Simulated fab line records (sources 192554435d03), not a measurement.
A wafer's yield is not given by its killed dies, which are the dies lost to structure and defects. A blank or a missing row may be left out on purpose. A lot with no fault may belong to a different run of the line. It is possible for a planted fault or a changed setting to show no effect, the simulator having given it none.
Chamber matching    flow n5 finfet    rie diel-06 running N5_BEOL_M3_DESCUM_33: 4 sister chambers
The step chemistry O2, time 7 s. 14 wafers are shown with their chamber, then 7 later ones without.

EACH WAFER AND ITS CHAMBER
wafer   chamber  drypump motor current A (A)  showerhead plenum p Torr (Torr)  throttle valve pct (%)
L074.1  3        4.9                          2.09                             20.46
L074.3  0        6.5                          2.15                             20.27
L074.5  2        5.7                          2.00                             20.44
L076.2  2        5.7                          2.00                             20.46
L076.3  0        6.5                          2.15                             20.29
L076.5  1        6.0                          2.16                             20.74
L079.1  0        6.5                          2.15                             20.30
L079.2  3        5.0                          2.09                             20.46
L079.4  1        6.0                          2.16                             20.74
L089.1  1        6.0                          2.16                             20.75
L089.2  2        5.7                          1.99                             20.50
L089.4  0        6.5                          2.14                             20.32
L092.2  1        6.0                          2.16                             20.75
L092.3  0        6.5                          2.14                             20.33

SIGNATURES, as means of the wafers listed above
reading                   chamber 0  chamber 1  chamber 2  chamber 3  scatter within a chamber
drypump motor current A   6.500      6.000      5.700      4.950      0.0224
showerhead plenum p Torr  2.1460     2.1600     1.9967     2.0900     0.00432
throttle valve pct        20.3020    20.7450    20.4667    20.4600    0.0206
Rule: distance of a wafer from a chamber = root of the sum over the readings of ((wafer's reading minus chamber's mean) / reading's scatter) squared. The wafer belongs to the nearest chamber; if the next one is less than 2 further off, it can't be placed. The scatter: take each reading less its chamber's mean, square it, sum over the shown wafers, divide by the number of wafers less the number of chambers, and take the root.

WAFERS WITH NO CHAMBER GIVEN
wafer   drypump motor current A (A)  showerhead plenum p Torr (Torr)  throttle valve pct (%)
L092.5  6.5                          2.14                             20.32
L093.2  4.9                          2.08                             20.50
L093.4  6.0                          2.15                             20.77
L093.6  4.9                          2.08                             20.52
L095.1  6.0                          2.15                             20.76
L095.3  5.7                          1.99                             20.51
L095.4  5.7                          1.99                             20.51

WHICH CHAMBER EACH WENT THROUGH
wafer   from the rows above  in truth
L092.5  0                    0
L093.2  3                    3
L093.4  1                    1
L093.6  3                    3
L095.1  1                    1
L095.3  2                    2
L095.4  2                    2
Placed correctly: 7 of 7. Left unplaced by these rows: 0. Placed wrongly: 0.
